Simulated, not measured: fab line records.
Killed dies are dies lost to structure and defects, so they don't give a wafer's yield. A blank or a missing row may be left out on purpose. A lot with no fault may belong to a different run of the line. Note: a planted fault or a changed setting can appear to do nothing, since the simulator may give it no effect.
fab line records | flow n5Finfet
record lots=11 wafers=30 lastDay=17
route steps=1938 shown FIN_SAQP@137 PASSIVATION@1936
lots with no fault: from the same line, run without faults
startH: hours from the record's first day to the start of the lot's first wafer shown | waitH: hours elapsed since this lot's preceding step | " repeats the value in the row above | L1.1+2: one row covering several wafers at once | - no value, or no start given | * or withheld: withheld | < > ~ a bound
route shown NAME@n: names a module that has steps shown in the file, with the first one's number in the route | usual: average and standard deviation across the fault-free wafers | same: alike in all rows | chamber/n: place in a boat | sites: per-site readings | _std_site: the standard deviation of these | _edge_site: the outer-site mean with the inner-site mean subtracted | radiusMm: how far each site lies from the wafer's centre | mask NAME#n: copy n | behind: tool/chamber where the wafer was last shaped | hold: why the lot was held/for how many hours/how that ended | device: the transistor (n, p or np) that didn't switch | end of line: the tests these same wafers got at the end of their route | a step given without rows: its recipe and nothing more | killed: not the wafer's yield, but the dies lost to structure and defects at the first sort | map: dies across one wafer; x = killed, . = not, _ = none there
set.NAME: setting as actually run; set.NAME@STEP: the setting as run at that earlier step | model.NAME: the simulator's own value behind a step, which no gauge read
a sample of lots followed through the steps of the route, with each step as a table and each wafer as a row
services: a tool's chamber out of use, with start hour (startH, from the record's first day; less than 0 if before it), hours out, and reason
## steps
# step N5_FIN_SAQP_RECESS_71
# recipe chemistry=HF/NH3 target=SiO2 targetDepthA=30 afsCycles=1 tempC=30 sublimationTempC=180 sublimationTimeS=60
# usual drypumpMotorCurrentA=6.17/0.18 tempC=29.98/0.11
# same afsCycles=1
# columns lot.wafer tool chamber startH waitH drypumpMotorCurrentA tempC
L514.2 vaporEtch-02 0 30.54 0.0 6.10 30.04
L514.3 " 0 " " 6.12 30.15
L514.6 " 0 " " 6.12 30.07
L516.2 vaporEtch-02 0 45.18 0.0 6.13 29.81
L516.6 " 1 " " 6.42 29.82
L519.1 vaporEtch-01 1 62.07 0.0 6.17 29.87
L519.3 " 1 " " 6.15 29.86
L519.5 " 1 " " 6.15 29.92
L521.2 vaporEtch-01 0 73.29 0.0 5.86 30.06
L521.3 " 1 " " 6.18 30.04
L521.4 " 0 " " 5.90 29.99
L523.3 vaporEtch-02 0 85.02 0.1 6.12 29.91
L523.4 " 1 " " 6.43 29.76
L523.6 " 1 " " 6.42 29.70
L526.2 vaporEtch-02 0 103.25 0.0 6.11 29.93
L526.5 " 0 " " 6.13 29.81
L526.6 " 1 " " 6.42 30.00
L527.1 vaporEtch-01 0 109.34 0.0 5.91 29.94
L527.4 " 0 " " 5.90 29.80
L527.5 " 1 " " 6.18 29.93
L529.3 vaporEtch-02 1 120.86 0.1 6.42 30.07
L529.4 " 0 " " 6.11 29.85
L529.6 " 0 " " 6.12 29.86
L530.3 vaporEtch-01 1 127.81 0.1 6.13 29.93
L530.5 " 1 " " 6.17 29.99
L531.1 vaporEtch-01 0 133.64 0.0 5.90 29.93
L531.2 " 1 " " 6.16 29.91
L531.5 " 0 " " 5.92 29.89
L532.3 vaporEtch-01 0 138.86 0.1 5.89 29.96
L532.6 " 1 " " 6.16 29.97
# step N5_FIN_SAQP_HM_OPEN_33
# recipe chemistry=CH3F/O2 target=SiNx maskMaterial=SiO2 targetDepthA=494 timeS=70.6 pressureMtorr=30 sourceW=395 biasW=73 Ar_flow_sccm=150 CH3F_flow_sccm=30 O2_flow_sccm=20 ionEnergyEv=120 ends=cleared
# usual drypumpMotorCurrentA=5.9/0.54 etchRfOnTimeS=70.4/1.9 oesProductAu=0.67/0.055 rfVppV=295/6.1 showerheadPlenumPTorr=2.00/0.056 throttleValvePct=16.26/0.21
# columns lot.wafer tool chamber startH waitH drypumpMotorCurrentA etchRfOnTimeS oesProductAu rfHoursCounterH rfVppV showerheadPlenumPTorr throttleValvePct
L514.2 rieDiel-06 0 31.37 0.1 6.4 70.0 0.70 75 299 2.03 16.06
L514.3 " 3 " " 6.4 70.7 0.67 125 304 2.08 16.20
L514.6 " 0 " " 6.4 71.0 0.70 - 298 2.03 16.06
L516.2 rieDiel-06 2 46.02 0.0 4.9 70.0 0.65 158 289 2.00 16.27
L516.6 " 1 " " 5.7 73.6 0.75 - 296 1.96 16.03
L519.1 rieDiel-06 2 62.78 0.0 4.9 71.5 0.65 163 289 2.00 16.28
L519.3 " 3 " " 6.4 73.3 0.66 135 306 2.08 16.21
L519.5 " 1 " " 5.8 73.9 0.74 - 295 1.96 16.07
L521.2 rieDiel-02 2 74.03 0.0 5.9 69.3 0.62 202 299 2.00 16.48
L521.3 " 3 " " 6.8 69.8 0.60 198 307 1.99 16.79
L521.4 " 0 " " 5.8 69.2 0.64 143 294 1.90 16.07
L523.3 rieDiel-06 2 85.71 0.0 4.9 71.2 0.64 172 288 1.99 16.31
L523.4 " 1 " " 5.8 69.9 0.74 - 296 1.95 16.08
L523.6 " 2 " " 4.9 68.9 0.65 - 287 1.99 16.30
L526.2 rieDiel-02 2 103.97 0.0 5.9 65.4 0.62 210 297 2.00 16.48
L526.5 " 2 " " 5.8 68.4 0.62 - 298 2.00 16.47
L526.6 " 1 " " 6.3 71.1 0.72 - 284 2.05 16.35
L527.1 rieDiel-02 0 110.28 0.0 5.8 71.8 0.63 154 295 1.90 16.07
L527.4 " 3 " " 6.8 71.1 0.59 209 307 1.98 16.82
L527.5 " 2 " " 5.9 67.4 0.61 - 294 2.00 16.48
L529.3 rieDiel-04 2 123.22 0.0 5.9 67.2 0.74 52 291 2.10 16.16
L529.4 " 3 " " 5.8 70.0 0.60 226 288 1.90 16.17
L529.6 " 2 " " 6.0 68.6 0.74 - 291 2.10 16.16
L530.3 rieDiel-02 0 128.96 0.0 5.8 70.9 0.62 161 293 1.89 16.09
L530.5 " 0 " " 5.8 72.4 0.62 - 295 1.89 16.09
L531.1 rieDiel-06 1 134.76 0.3 5.7 70.6 0.71 66 296 1.95 16.10
L531.2 " 0 " " 6.4 70.8 0.65 110 298 2.02 16.12
L531.5 " 2 " " 4.9 69.8 0.64 - 288 1.99 16.32
L532.3 rieDiel-02 0 139.65 0.1 5.8 70.9 0.62 166 293 1.89 16.11
L532.6 " 0 " " 5.8 72.1 0.63 - 295 1.89 16.10
# step N5_FIN_SAQP_ETCH_64
# recipe chemistry=CF4 target=SiO2 targetDepthA=15 ionEnergyEv=350 pressureMtorr=10 icpW=800 biasW=400 cf4FlowSccm=80
# usual cf4FlowSccm=80.00/0.23 drypumpMotorCurrentA=5.7/0.44 oesProductAu=0.981/0.021 throttleValvePct=21.85/0.28
# columns lot.wafer tool chamber startH waitH cf4FlowSccm drypumpMotorCurrentA oesProductAu rfHoursCounterH throttleValvePct
L514.2 rieSi-01 2 31.64 0.0 79.95 5.5 1.005 116 21.81
L514.3 " 3 " " 79.73 5.5 0.997 196 22.11
L514.6 " 3 " " 79.87 5.5 0.992 - 22.11
L516.2 rieSi-02 1 46.28 0.0 80.00 6.3 0.985 83 21.72
L516.6 " 3 " " 79.95 6.5 1.030 - 21.63
L519.1 rieSi-01 1 63.05 0.0 79.77 5.4 0.986 175 22.46
L519.3 " 3 " " 80.43 5.5 0.992 197 22.11
L519.5 " 0 " " 80.40 6.6 0.988 - 21.55
L521.2 rieSi-02 0 74.30 0.0 79.88 5.8 1.016 32 21.78
L521.3 " 2 " " 79.84 5.7 0.996 178 21.35
L521.4 " 1 " " 80.18 6.3 0.987 84 21.72
L523.3 rieSi-01 1 85.97 0.0 79.74 5.4 0.991 176 22.45
L523.4 " 0 " " 79.94 6.6 0.982 76 21.55
L523.6 " 3 " " 80.05 5.5 0.996 - 22.11
L526.2 rieSi-02 3 104.23 0.0 80.33 6.5 1.023 3 21.67
L526.5 " 3 " " 80.12 6.5 1.032 - 21.66
L526.6 " 2 " " 80.12 5.6 1.006 - 21.36
L527.1 rieSi-03 1 110.55 0.0 80.34 5.1 0.952 103 22.19
L527.4 " 1 " " 80.04 5.0 0.952 - 22.17
L527.5 " 0 " " 80.14 5.8 0.953 - 21.79
L529.3 rieSi-03 3 123.48 0.0 80.22 5.3 0.969 133 21.71
L529.4 " 1 " " 80.33 5.0 0.943 104 22.17
L529.6 " 1 " " 80.07 5.0 0.932 - 22.17
L530.3 rieSi-03 1 129.23 0.0 79.72 5.0 0.936 104 22.19
L530.5 " 2 " " 79.84 5.6 0.966 - 21.66
L531.1 rieSi-03 2 135.03 0.0 79.94 5.6 0.958 119 21.65
L531.2 " 1 " " 79.69 5.0 0.949 104 22.18
L531.5 " 1 " " 79.72 5.0 0.943 - 22.18
L532.3 rieSi-03 0 139.92 0.0 80.16 5.9 0.940 121 21.79
L532.6 " 2 " " 80.14 5.5 0.977 - 21.66
# step N5_FIN_SAQP_FIN_ETCH_36
# recipe chemistry=HBr/Cl2/O2 targetDepthA=1200 maskMaterial=SiNx timeS=50.4 biasW=102 pressureMtorr=10 icpW=800 HBr_flow_sccm=150 Cl2_flow_sccm=80 O2_flow_sccm=12
# usual drypumpMotorCurrentA=5.7/0.45 oesProductAu=0.987/0.023 throttleValvePct=36.1/0.3
# columns lot.wafer tool chamber startH waitH drypumpMotorCurrentA oesProductAu rfHoursCounterH throttleValvePct
L514.2 rieSi-01 2 31.66 0.0 5.5 1.023 116 36.0
L514.3 " 3 " " 5.5 1.003 196 36.2
L514.6 " 3 " " 5.5 1.012 - 36.2
L516.2 rieSi-02 1 46.30 0.0 6.3 1.006 83 35.6
L516.6 " 3 " " 6.5 1.018 - 36.0
L519.1 rieSi-01 1 63.07 0.0 5.4 0.989 175 36.6
L519.3 " 3 " " 5.5 1.001 197 36.2
L519.5 " 0 " " 6.6 0.989 - 36.2
L521.2 rieSi-02 0 74.32 0.0 5.9 1.011 32 36.2
L521.3 " 2 " " 5.7 1.015 178 35.6
L521.4 " 1 " " 6.3 1.002 84 35.6
L523.3 rieSi-01 1 85.99 0.0 5.5 0.998 176 36.5
L523.4 " 0 " " 6.6 0.989 76 36.2
L523.6 " 3 " " 5.5 1.001 - 36.2
L526.2 rieSi-02 3 104.25 0.0 6.5 1.036 3 35.9
L526.5 " 3 " " 6.5 1.022 - 35.9
L526.6 " 2 " " 5.6 1.023 - 35.6
L527.1 rieSi-03 1 110.57 0.0 5.0 0.971 103 36.5
L527.4 " 1 " " 5.0 0.971 - 36.5
L527.5 " 0 " " 5.9 0.959 - 36.5
L529.3 rieSi-03 3 123.50 0.0 5.3 0.964 133 36.0
L529.4 " 1 " " 5.1 0.971 104 36.5
L529.6 " 1 " " 5.1 0.967 - 36.5
L530.3 rieSi-03 1 129.25 0.0 5.0 0.967 104 36.6
L530.5 " 2 " " 5.5 0.750 - 36.2
L531.1 rieSi-03 2 135.05 0.0 5.6 0.977 119 35.8
L531.2 " 1 " " 5.0 0.966 104 36.5
L531.5 " 1 " " 5.0 0.752 - 36.9
L532.3 rieSi-03 0 139.94 0.0 5.9 0.950 121 36.5
L532.6 " 2 " " 5.5 0.745 - 36.2
# step N5_FIN_SAQP_OCD_MEAS_76
# usual trenchDepthNm=118/3
# columns lot.wafer tool chamber startH waitH trenchDepthNm
L514.2 ocd-01 - 31.88 0.0 121
L514.3 " - " " 123
L514.6 " - " " 124
L516.2 ocd-02 - 46.52 0.0 118
L516.6 " - " " 122
L519.1 ocd-02 - 63.29 0.0 118
L519.3 " - " " 120
L519.5 " - " " 115
L521.2 ocd-02 - 74.55 0.0 123
L521.3 " - " " 121
L521.4 " - " " 118
L523.3 ocd-02 - 86.22 0.0 120
L523.4 " - " " 116
L523.6 " - " " 122
L526.2 ocd-02 - 104.47 0.0 124
L526.5 " - " " 123
L526.6 " - " " 123
L527.1 ocd-01 - 110.79 0.0 116
L527.4 " - " " 115
L527.5 " - " " 114
L529.3 ocd-02 - 123.72 0.0 117
L529.4 " - " " 114
L529.6 " - " " 114
L530.3 ocd-01 - 129.47 0.0 115
L530.5 " - " " 81
L531.1 ocd-01 - 135.27 0.0 120
L531.2 " - " " 114
L531.5 " - " " 76
L532.3 ocd-02 - 140.16 0.0 114
L532.6 " - " " 81
# step N5_PASSIVATION_PROBE_49
# usual killed_at_M0_to_M3=32/11 killed_at_M4_up=12/4.4 killedAtContacts=13/6.1 killedAtFrontEnd=39/12 killedAtOther=3.9/3 killedDies=100/17 killedOpen=66/12 killedShort=33/7.4
# same grossDies=1180 killedAtBackSide=0
# columns lot.wafer tool chamber startH waitH killed_at_M0_to_M3 killed_at_M4_up killedAtContacts killedAtFrontEnd killedAtOther killedDies killedOpen killedShort
L523.3 prober-02 - 340.28 0.1 25 9 11 32 2 79 45 30
L523.4 prober-02 - 340.33 0.2 17 17 17 28 1 80 59 20
L523.6 prober-02 - 340.43 0.3 24 14 3 24 2 67 45 22
L526.2 prober-02 - 349.30 0.1 24 7 6 36 0 73 44 26
L526.5 prober-02 - 349.45 0.2 38 22 5 32 2 99 53 44
L526.6 prober-02 - 349.50 0.3 22 11 10 35 1 79 48 31
L530.3 prober-02 - 378.33 0.1 32 14 9 39 8 102 63 36
L530.5 prober-02 - 378.43 0.2 26 8 4 28 4 70 40 30
L531.1 prober-01 - 396.01 0.0 47 7 12 59 3 128 75 39
# killed by level:class
L523.3 MOL_CONTACT_COAG:geometricParticle:open=10 FIN_SAQP:geometricParticle:short=6 BEOL_M1:geometricParticle:open=6 FIN_SAQP:geometricParticle:open=4 BEOL_M2:geometricParticle:open=4 STI_FIN_REVEAL:geometricParticle:open=3 GATE_CUT:geometricParticle:short=3 BEOL_M0_SAQP:geometricParticle:short=3
L523.4 MOL_CONTACT_COAG:geometricParticle:open=14 BEOL_M4:geometricParticle:open=12 FIN_SAQP:geometricParticle:short=6 BEOL_M0_SAQP:geometricParticle:short=6 FIN_SAQP:geometricParticle:open=5 DUMMY_GATE:geometricParticle:open=5 BEOL_M0_SAQP:geometricParticle:open=5 ILD0:geometricParticle:open=3
L523.6 BEOL_M0_SAQP:geometricParticle:short=8 BEOL_M0_SAQP:geometricParticle:open=8 FIN_SAQP:geometricParticle:open=7 BEOL_M5:geometricParticle:open=5 STI_FIN_REVEAL:geometricParticle:open=4 BEOL_M4:geometricParticle:open=4 ILD0:geometricParticle:short=3 MOL_CONTACT_COAG:geometricParticle:open=3
L526.2 STI_FIN_REVEAL:geometricParticle:open=7 BEOL_M3:geometricParticle:open=7 FIN_SAQP:geometricParticle:short=6 MOL_CONTACT_COAG:geometricParticle:open=5 STARTING-WAFER:geometricParticle:short=5 GATE_CUT:geometricParticle:short=4 BEOL_M1:geometricParticle:open=4 BEOL_M2:geometricParticle:open=4
L526.5 BEOL_M0_SAQP:geometricParticle:short=14 BEOL_M0_SAQP:geometricParticle:open=11 BEOL_M1:geometricParticle:open=8 BEOL_M4:geometricParticle:open=8 GATE_CUT:geometricParticle:short=5 GATE_CUT:geometricParticle:open=5 BEOL_M4:geometricParticle:short=5 STI_FIN_REVEAL:geometricParticle:open=4
L526.6 FIN_SAQP:geometricParticle:short=10 BEOL_M2:geometricParticle:open=7 MOL_CONTACT_COAG:geometricParticle:open=7 BEOL_M4:geometricParticle:open=6 DUMMY_GATE:geometricParticle:open=4 STARTING-WAFER:geometricParticle:open=4 STI_FIN_REVEAL:geometricParticle:open=3 DUMMY_GATE:geometricParticle:short=3
L530.3 BEOL_M0_SAQP:geometricParticle:open=11 FIN_SAQP:geometricParticle:open=10 BEOL_M4:geometricParticle:open=8 GATE_CUT:geometricParticle:short=7 MOL_CONTACT_COAG:geometricParticle:open=7 BEOL_M0_SAQP:geometricParticle:short=7 FIN_SAQP:geometricParticle:short=5 STI_FIN_REVEAL:geometricParticle:open=5
L530.5 FIN_SAQP:geometricParticle:short=6 BEOL_M3:geometricParticle:open=5 STARTING-WAFER:geometricParticle:short=5 FIN_SAQP:geometricParticle:open=4 BEOL_M0_SAQP:geometricParticle:short=4 BEOL_M2:geometricParticle:open=4 BEOL_M4:geometricParticle:open=4 STI_FIN_REVEAL:geometricParticle:open=3
L531.1 FIN_CUT:areaEtch=13 FIN_SAQP:geometricParticle:short=12 FIN_SAQP:geometricParticle:open=10 MOL_CONTACT_COAG:geometricParticle:open=10 BEOL_M0_SAQP:geometricParticle:short=9 BEOL_M0_SAQP:geometricParticle:open=9 BEOL_M1:geometricParticle:open=8 BEOL_M3:geometricParticle:open=8
## services
# columns tool chamber startH hours kind
vaporEtch-02 - 13.22 0.1 repair
rieSi-02 0 18.98 2.7 repair
rieDiel-02 2 21.76 3.5 repair
rieDiel-06 - 25.96 1.4 repair
rieDiel-04 0 36.37 - clean
rieDiel-04 0 36.37 - consumableReplace:focusRing
rieDiel-04 0 36.37 - consumableReplace:showerhead
rieDiel-04 0 36.37 30.8 scheduledDown
rieDiel-04 0 36.37 30.8 ventCycle
rieDiel-02 2 45.24 3.8 repair
rieDiel-06 0 56.88 6.4 repair
rieDiel-04 - 59.92 0.3 repair
rieSi-02 - 65.70 2.8 pm
rieDiel-06 3 67.20 121.0 repair
rieDiel-02 3 68.22 5.0 repair
vaporEtch-01 - 89.86 2.1 repair
rieSi-03 1 94.00 6.1 repair
rieDiel-02 2 98.16 2.6 repair
rieSi-03 2 107.29 3.7 repair
rieDiel-02 3 114.24 1.8 repair
rieSi-01 3 117.00 - clean
rieSi-01 3 117.00 20.4 scheduledDown
rieSi-01 3 117.00 20.4 ventCycle
rieDiel-04 - 137.64 1.0 repair
## key
firstSign step=N5_FIN_SAQP_FIN_ETCH_36 reading=oesProductAu direction=down sigmas=10 usual=0.987 struck=0.749
effect step=N5_FIN_SAQP_OCD_MEAS_76 reading=trenchDepthNm direction=down sigmas=13 usual=118 struck=79
metAt N5_FIN_SAQP_FIN_ETCH_36
struckLots L530,L531,L532
struckWafers L530.5,L531.5,L532.6
testerLeftOut L530,L531,L532
baselineLoss step=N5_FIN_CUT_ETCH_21 wafers=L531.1
notActingAt N5_FIN_SAQP_RECESS_71,N5_FIN_SAQP_HM_OPEN_33,N5_FIN_SAQP_ETCH_64
onsetBetween 123.50 129.25
fault kind=processParameterDrift tool=rieSi-03 chamber=- onsetH=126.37 steps=N5_FIN_SAQP_FIN_ETCH_36 channel=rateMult offset=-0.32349 shape=step endH=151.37 scope=struckWafersOnly
# testerLeftOut: of these lots the tester's yield and bins aren't shown, on N5 and GAA mostly nor the transistor test; their killed dies are dies lost to structure and defects alone, not to doping, threshold or leakage, so they don't give the yield
# baselineLoss: these wafers lose ten dies or more at that step, a loss of the line's own and not of a fault; the sort's usual values leave them out
